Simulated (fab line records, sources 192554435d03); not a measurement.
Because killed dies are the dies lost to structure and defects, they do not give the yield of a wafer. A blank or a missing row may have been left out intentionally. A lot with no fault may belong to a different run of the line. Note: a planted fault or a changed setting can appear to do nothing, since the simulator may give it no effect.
Chamber matching + flow n5 finfet + 4 sister chambers for N5_BEOL_M0_STRIP_104 on rie diel-01
The step strips in N2/H2. 8 wafers are shown with their chamber, then 12 later ones without.

## EACH WAFER AND ITS CHAMBER
| wafer  | chamber | showerhead plenum p Torr (Torr) | drypump motor current A (A) |
|--------|---------|---------------------------------|-----------------------------|
| L080.5 | 0       | 2.70                            | 6.0                         |
| L081.3 | 0       | 2.70                            | 6.0                         |
| L082.4 | 1       | 2.50                            | 6.1                         |
| L084.3 | 2       | 2.60                            | 5.9                         |
| L084.6 | 3       | 2.68                            | 5.3                         |
| L086.2 | 2       | 2.59                            | 5.9                         |
| L086.3 | 1       | 2.50                            | 6.0                         |
| L086.6 | 3       | 2.68                            | 5.3                         |

## WAFERS WHOSE CHAMBER IS MISSING
| wafer  | showerhead plenum p Torr (Torr) | drypump motor current A (A) |
|--------|---------------------------------|-----------------------------|
| L089.1 | 2.49                            | 6.1                         |
| L089.2 | 2.59                            | 5.9                         |
| L089.3 | 2.68                            | 5.4                         |
| L089.4 | 2.69                            | 6.0                         |
| L089.5 | 2.59                            | 5.9                         |
| L089.6 | 2.68                            | 5.3                         |
| L093.2 | 2.49                            | 6.1                         |
| L093.5 | 2.67                            | 5.4                         |
| L093.6 | 2.69                            | 6.1                         |
| L096.3 | 2.59                            | 5.9                         |
| L096.4 | 2.67                            | 5.3                         |
| L096.5 | 2.49                            | 6.1                         |

## WHICH CHAMBER EACH WENT THROUGH
| wafer  | from the rows above | in truth |
|--------|---------------------|----------|
| L089.1 | 1                   | 1        |
| L089.2 | 2                   | 2        |
| L089.3 | 3                   | 3        |
| L089.4 | 0                   | 0        |
| L089.5 | 2                   | 2        |
| L089.6 | 3                   | 3        |
| L093.2 | 1                   | 1        |
| L093.5 | 3                   | 3        |
| L093.6 | 0                   | 0        |
| L096.3 | 2                   | 2        |
| L096.4 | 3                   | 3        |
| L096.5 | 1                   | 1        |
Placed correctly: 12 of 12. Left unplaced by these rows: 0. 0 placed wrongly.
How it was worked out, from the rows above alone: a wafer's distance from a chamber is the root of the sum, over the readings, of the square of ((its reading less the chamber's mean) divided by the reading's scatter). The wafer belongs to the nearest chamber; if the next one is less than 2 further off, it can't be placed. The mean given for a chamber averages the wafers shown for that chamber. How the scatter is found: for the shown wafers, subtract from each reading the mean of its chamber, square and add these, divide the total by (wafers less chambers), then take the root.
